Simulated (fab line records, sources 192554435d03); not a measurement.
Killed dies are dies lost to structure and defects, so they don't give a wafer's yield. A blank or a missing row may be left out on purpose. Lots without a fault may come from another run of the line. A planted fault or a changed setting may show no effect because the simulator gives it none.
Chamber matching | flow n5_finfet | N5_BEOL_M7_ALD_77 on ald_metal-03: 4 sister chambers
The step deposits TaN, target thk 2 nm, pulse time 2 s, purge time 3 s. 14 wafers are shown with their chamber, then 7 later ones without.

WAFERS WITH THEIR CHAMBER
wafer  | chamber | heater_power_w (W) | precursor_vessel_temp_c (C)
L079.4 | 2       | 423                | 74.95
L079.5 | 2       | 422                | 74.94
L079.6 | 1       | 385                | 75.07
L078.1 | 0       | 355                | 74.94
L078.5 | 1       | 373                | 75.09
L078.6 | 2       | 420                | 75.14
L087.4 | 3       | 494                | 75.02
L087.5 | 3       | 500                | 75.22
L087.6 | 2       | 431                | 75.02
L088.1 | 1       | 393                | 75.21
L088.2 | 2       | 429                | 74.93
L088.4 | 0       | 351                | 74.85
L093.2 | 1       | 381                | 75.03
L093.3 | 3       | 506                | 75.08

SIGNATURES (means of the wafers above)
reading                 | chamber 0 | chamber 1 | chamber 2 | chamber 3 | scatter within a chamber
heater_power_w          | 353.00    | 383.00    | 425.00    | 500.00    | 6.15
precursor_vessel_temp_c | 74.8950   | 75.1000   | 74.9960   | 75.1067   | 0.086
Rule: a wafer's distance from a chamber is the root of the sum, over the readings, of the square of ((its reading less the chamber's mean) divided by the reading's scatter). The wafer belongs to the nearest chamber; if the next one is less than 2 further off, it can't be placed. The scatter: the root of (the sum of the squares of (reading less its chamber's mean) over the shown wafers, divided by (wafers less chambers)).

WAFERS WITHOUT THEIR CHAMBER
wafer  | heater_power_w (W) | precursor_vessel_temp_c (C)
L093.4 | 508                | 75.16
L090.1 | 369                | 75.01
L090.4 | 346                | 74.78
L090.6 | 502                | 74.97
L096.1 | 492                | 75.03
L096.2 | 422                | 75.11
L096.4 | 378                | 75.08

WHICH CHAMBER EACH WENT THROUGH
wafer  | from the rows above     | in truth
L093.4 | 3                       | 3
L090.1 | can't be placed: 1 or 0 | 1
L090.4 | 0                       | 0
L090.6 | 3                       | 3
L096.1 | 3                       | 3
L096.2 | 2                       | 2
L096.4 | 1                       | 1
Placed correctly: 6 of 7. Can't be placed from these rows: 1 (the true chamber is among the candidates in 1). Placed wrongly: 0.
